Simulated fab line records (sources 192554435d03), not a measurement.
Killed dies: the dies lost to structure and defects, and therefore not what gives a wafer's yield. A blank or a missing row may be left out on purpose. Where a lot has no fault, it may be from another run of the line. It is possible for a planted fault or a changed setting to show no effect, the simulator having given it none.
fab line records | flow n5Finfet
record: lots: 12 wafers: 35 lastDay: 16
route steps=1938 shown BEOL_M8@1400 BEOL_M9@1411
lots untouched by any fault: they come from a run of this same line in which no faults occurred
startH: the number of hours between the record's first day and the start of the first shown wafer of the lot | waitH: hours elapsed since this lot's preceding step | " as in the row above | L1.1+2: one row covering several wafers at once | - no value, or no start was given | * or withheld: withheld | < > ~ a bound
route shown NAME@n: a module of which the file shows steps, and the number in the route of the first | usual: mean and standard deviation over wafers with no fault | same: alike in all rows | chamber/n: place in a boat | sites: per-site readings | _std_site: how widely they spread, as a standard deviation | _edge_site: inner sites' mean taken away from outer sites' mean | radiusMm: for every site, how far away it sits from the centre of the wafer | mask NAME#n: copy n | behind: the most recent tool/chamber to have shaped the wafer | hold: what put the lot on hold/how long, in hours/how the hold closed | device: which transistor (n, p or np) failed to switch | end of line: the same wafers' tests at the end of the route | where a step has no rows: the recipe by itself | killed: at the first sort, the dies lost to defects and structure; wafer yield is something else | map: dies across one wafer; x = killed, . = not, _ = none there
set.NAME: the run value of the setting; set.NAME@STEP: its run value at that earlier step | model.NAME: the simulator's own value behind a step, which no gauge read
one table for each step of the route and one row for each wafer, over a sample of lots
services: when a tool's chamber went out of use (startH, in hours from the record's first day, below 0 if earlier), for how many hours, and the reason
== steps ==
step: N5_BEOL_M8_INSPECT_58
recipe: inspectInstrument: darkfield mode: postDep
usual: rawDefectCount: 78/24
columns lot.wafer tool chamber startH waitH rawDefectCount
L910.3 defectInspect-01 - 197.52 0.0 99
L910.4 " - " " 86
L910.6 " - " " 108
L911.3 defectInspect-01 - 214.81 0.0 116
L911.4 " - " " 69
L911.6 " - " " 63
L913.1 defectInspect-02 - 227.88 0.0 56
L913.3 " - " " 53
L913.6 " - " " 44
L915.1 defectInspect-01 - 234.94 0.0 72
L915.2 " - " " 53
L915.4 " - " " 39
L916.2 defectInspect-01 - 242.97 0.0 52
L916.5 " - " " 88
L916.6 " - " " 83
L918.3 defectInspect-01 - 258.56 0.0 91
L918.4 " - " " 92
L925.2 defectInspect-02 - 293.99 0.0 54
L925.5 " - " " 80
L925.6 " - " " 105
L923.1 defectInspect-02 - 294.37 0.0 63
L923.3 " - " " 56
L923.5 " - " " 77
L924.1 defectInspect-01 - 297.07 0.0 107
L924.5 " - " " 122
L924.6 " - " " 122
L926.1 defectInspect-01 - 309.27 0.0 58
L926.2 " - " " 68
L926.6 " - " " 55
L927.1 defectInspect-02 - 314.11 0.0 103
L927.3 " - " " 126
L927.4 " - " " 110
L932.1 defectInspect-01 - 339.00 0.0 80
L932.3 " - " " 53
L932.5 " - " " 51
step: N5_BEOL_M9_EXPOSE_08
recipe: maskId: M9 na: 1.35 sourceShape: dipole sigmaInner: 0.411 sigmaOuter: 0.611 polarization: te doseMj: 53.75
usual: reticleTempC: 22.97/0.083
columns lot.wafer tool chamber startH waitH mask reticleTempC
L910.3 arfiScanner-02 0 201.38 - M9#0 23.05
L910.4 " 0 " " M9#0 22.80
L910.6 " 0 " " M9#0 23.02
L911.3 arfiScanner-01 0 218.50 - M9#0 23.08
L911.4 " 0 " " M9#0 23.11
L911.6 " 0 " " M9#0 22.99
L913.1 arfiScanner-01 0 229.49 - M9#0 23.02
L913.3 " 0 " " M9#0 22.92
L913.6 " 0 " " M9#0 22.91
L915.1 arfiScanner-03 0 236.65 - M9#0 23.11
L915.2 " 0 " " M9#0 23.02
L915.4 " 0 " " M9#0 23.06
L916.2 arfiScanner-03 0 245.77 - M9#0 22.88
L916.5 " 0 " " M9#0 22.97
L916.6 " 0 " " M9#0 22.92
L918.3 arfiScanner-03 0 260.63 - M9#0 23.02
L918.4 " 0 " " M9#0 22.94
L925.2 arfiScanner-02 0 295.64 - M9#0 22.99
L925.5 " 0 " " M9#0 23.01
L925.6 " 0 " " M9#0 23.00
L923.1 arfiScanner-03 0 296.57 - M9#0 22.86
L923.3 " 0 " " M9#0 22.88
L923.5 " 0 " " M9#0 23.00
L924.1 arfiScanner-02 0 300.07 - M9#0 22.96
L924.5 " 0 " " M9#0 22.99
L924.6 " 0 " " M9#0 22.99
L926.1 arfiScanner-01 0 312.09 - M9#0 23.00
L926.2 " 0 " " M9#0 22.92
L926.6 " 0 " " M9#0 22.92
L927.1 arfiScanner-02 0 316.66 - M9#0 22.89
L927.3 " 0 " " M9#0 22.87
L927.4 " 0 " " M9#0 22.93
L932.1 arfiScanner-02 0 340.35 - M9#0 22.93
L932.3 " 0 " " M9#0 23.01
L932.5 " 0 " " M9#0 22.95
step: N5_BEOL_M9_OVL_MEAS_12
recipe: pointsPerWafer: 44
usual: M9_OVL: 0.1/0.77
columns lot.wafer tool chamber startH waitH M9_OVL[nm]
L910.3 overlay-01 0 201.53 0.0 -0.1
L910.4 " 0 " " -0.1
L910.6 " 0 " " -0.6
L911.3 overlay-01 0 218.65 0.0 0.1
L911.4 " 0 " " -1.1
L911.6 " 0 " " -0.4
L913.1 overlay-02 0 229.64 0.0 -0.1
L913.3 " 0 " " -0.6
L913.6 " 0 " " 0.1
L915.1 overlay-01 0 236.80 0.0 -1.2
L915.2 " 0 " " -1.3
L915.4 " 0 " " 0.0
L916.2 overlay-01 0 245.93 0.0 1.6
L916.5 " 0 " " 1.2
L916.6 " 0 " " 1.1
L918.3 overlay-02 0 260.78 0.0 0.0
L918.4 " 0 " " -0.3
L925.2 overlay-01 0 295.79 0.0 -0.2
L925.5 " 0 " " -0.5
L925.6 " 0 " " -0.1
L923.1 overlay-01 0 296.72 0.0 0.0
L923.3 " 0 " " 0.5
L923.5 " 0 " " -0.1
L924.1 overlay-02 0 300.22 0.0 0.1
L924.5 " 0 " " 0.9
L924.6 " 0 " " 1.0
L926.1 overlay-02 0 312.25 0.0 -0.1
L926.2 " 0 " " -1.0
L926.6 " 0 " " 0.1
L927.1 overlay-02 0 316.82 0.0 -0.3
L927.3 " 0 " " -0.1
L927.4 " 0 " " -1.1
L932.1 overlay-01 0 340.51 0.0 13.7
L932.3 " 0 " " 12.3
L932.5 " 0 " " 13.8
step: N5_BEOL_M9_STRIP_19
recipe: chemistry: O2 powerW: 400 tempC: 40 pressureMtorr: 30 rfFrequencyHz: 6e+07 biasPowerW: 0 overashFraction: 0.2 o2FlowSccm: 225
usual: drypumpMotorCurrentA: 5.7/0.4 oesProductAu: 0.77/0.1 rfVppV: 3.7/0.57 showerheadPlenumPTorr: 2.09/0.062 throttleValvePct: 16.76/0.27
columns lot.wafer tool chamber startH waitH drypumpMotorCurrentA oesProductAu rfHoursCounterH rfVppV showerheadPlenumPTorr throttleValvePct
L910.3 rieDiel-01 2 202.11 0.2 6.3 0.73 171 3.2 2.11 16.93
L910.4 " 2 " " 6.3 0.72 - 4.1 2.11 16.91
L910.6 " 1 " " 6.0 0.88 - 3.2 2.12 16.19
L911.3 rieDiel-01 3 219.09 0.1 5.8 0.72 191 4.6 2.02 16.76
L911.4 " 2 " " 6.3 0.72 - 3.0 2.11 16.94
L911.6 " 3 " " 5.8 0.73 - 3.4 2.02 16.77
L913.1 rieDiel-01 2 230.20 0.2 6.3 0.72 182 4.3 2.10 16.93
L913.3 " 3 " " 5.8 0.73 194 4.4 2.02 16.79
L913.6 " 3 " " 5.8 0.72 - 4.3 2.02 16.80
L915.1 rieDiel-01 2 237.26 0.1 6.2 0.71 184 3.7 2.10 16.94
L915.2 " 1 " " 6.0 0.86 48 4.0 2.11 16.22
L915.4 " 3 " " 5.8 0.71 196 3.0 2.02 16.80
L916.2 rieDiel-04 1 246.49 0.1 6.0 0.93 23 4.0 2.05 16.41
L916.5 " 1 " " 6.1 0.93 - 3.9 2.05 16.41
L916.6 " 0 " " 4.7 0.67 - 4.2 2.00 16.96
L918.3 rieDiel-01 2 261.31 0.1 6.3 0.71 191 3.5 2.10 16.94
L918.4 " 3 " " 5.8 0.71 204 3.5 2.01 16.79
L925.2 rieDiel-04 0 296.23 0.1 4.7 0.67 237 3.2 1.99 17.03
L925.5 " 2 " " 5.7 0.71 - 4.4 2.17 16.53
L925.6 " 1 " " 6.1 0.91 - 3.0 2.04 16.44
L923.1 rieDiel-03 1 297.16 0.1 5.7 0.71 218 3.9 2.09 16.97
L923.3 " 3 " " 5.2 0.72 216 3.7 2.18 17.03
L923.5 " 0 " " 5.7 0.71 - 4.1 2.18 17.00
L924.1 rieDiel-01 1 301.12 0.2 6.0 0.84 67 3.5 2.11 16.28
L924.5 " 0 " " 5.3 0.91 - 4.7 2.15 16.77
L924.6 " 1 " " 6.0 0.84 - 3.4 2.11 16.27
L926.1 rieDiel-04 1 312.69 0.1 6.1 0.89 43 4.2 2.04 16.48
L926.2 " 3 " " 5.9 1.01 2 3.5 2.08 16.84
L926.6 " 2 " " 5.7 0.69 - 4.0 2.16 16.54
L927.1 rieDiel-04 1 317.61 0.1 6.1 0.88 45 4.3 2.04 16.46
L927.3 " 3 " " 5.9 0.99 4 4.0 2.08 16.86
L927.4 " 0 " " 4.7 0.65 244 4.0 1.99 16.98
L932.1 rieDiel-01 0 340.98 0.1 5.3 0.89 41 3.3 2.15 16.80
L932.3 " 3 " " 5.8 0.69 229 2.9 2.01 16.84
L932.5 " 3 " " 5.8 0.69 - 2.5 2.01 16.84
step: N5_BEOL_M9_CD_MEAS_18
recipe: pitchNm: 140 targetCdNm: 70
usual: cdNm: 70.0/0.7
columns lot.wafer tool chamber startH waitH cdNm
L910.3 cdSem-01 - 202.18 0.1 71.0
L910.4 " - " " 69.6
L910.6 " - " " 69.6
L911.3 cdSem-01 - 219.17 0.1 69.9
L911.4 " - " " 70.0
L911.6 " - " " 70.3
L913.1 cdSem-03 - 230.27 0.0 70.5
L913.3 " - " " 70.2
L913.6 " - " " 69.7
L915.1 cdSem-01 - 237.33 0.0 69.2
L915.2 " - " " 69.0
L915.4 " - " " 68.2
L916.2 cdSem-03 - 246.57 0.1 70.9
L916.5 " - " " 70.9
L916.6 " - " " 70.8
L918.3 cdSem-03 - 261.38 0.1 69.2
L918.4 " - " " 70.3
L925.2 cdSem-03 - 296.30 0.1 69.1
L925.5 " - " " 71.2
L925.6 " - " " 69.5
L923.1 cdSem-02 - 297.23 0.0 69.2
L923.3 " - " " 69.6
L923.5 " - " " 69.7
L924.1 cdSem-02 - 301.19 0.0 71.1
L924.5 " - " " 70.9
L924.6 " - " " 70.4
L926.1 cdSem-03 - 312.76 0.0 70.0
L926.2 " - " " 69.1
L926.6 " - " " 69.9
L927.1 cdSem-01 - 317.68 0.0 70.1
L927.3 " - " " 70.4
L927.4 " - " " 70.8
L932.1 cdSem-02 - 341.05 0.0 69.5
L932.3 " - " " 69.6
L932.5 " - " " 69.3
== services ==
columns tool chamber startH hours kind
arfiScanner-02 - 184.47 0.4 repair
arfiScanner-02 - 192.86 3.9 pm
rieDiel-01 1 203.57 15.6 repair
arfiScanner-02 - 213.93 1.0 pm
arfiScanner-01 - 221.91 1.5 pm
arfiScanner-03 - 228.56 0.8 pm
arfiScanner-03 - 240.58 1.3 pm
rieDiel-04 0 241.77 2.9 repair
arfiScanner-02 - 244.73 0.8 repair
arfiScanner-02 - 252.80 10.6 repair
arfiScanner-03 - 264.46 1.0 pm
rieDiel-04 3 266.66 7.7 repair
arfiScanner-01 - 268.99 0.8 pm
arfiScanner-02 - 272.26 0.8 pm
arfiScanner-02 - 274.05 1.3 pm
arfiScanner-02 - 278.72 1.0 pm
arfiScanner-01 - 290.70 1.3 pm
rieDiel-01 3 312.30 7.9 repair
rieDiel-01 0 314.42 5.3 repair
arfiScanner-03 - 322.40 1.0 pm
rieDiel-01 0 332.02 2.5 repair
arfiScanner-02 - 338.23 0.4 repair
arfiScanner-02 - 339.26 0.7 repair
rieDiel-04 0 340.23 7.5 repair
== key ==
firstSign: step: N5_BEOL_M9_OVL_MEAS_12 reading: M9_OVL direction: up sigmas: 17 usual: 0.1 struck: 13.3
effect none on later readings
metAt N5_BEOL_M9_EXPOSE_08
struckLots L932
rowsEnd L932.1,L932.3,L932.5
notActingAt N5_BEOL_M8_INSPECT_58,N5_BEOL_M9_STRIP_19,N5_BEOL_M9_CD_MEAS_18
onsetBetween 316.66 340.35
alsoFits time
fault: kind: scannerMatchingOverlay tool: arfiScanner-02 chamber: - onsetH: 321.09 steps: N5_BEOL_M9_EXPOSE_08 offset: 12.387
rowsEnd: these wafers met a further fault down the route, and their rows from its step on are left out
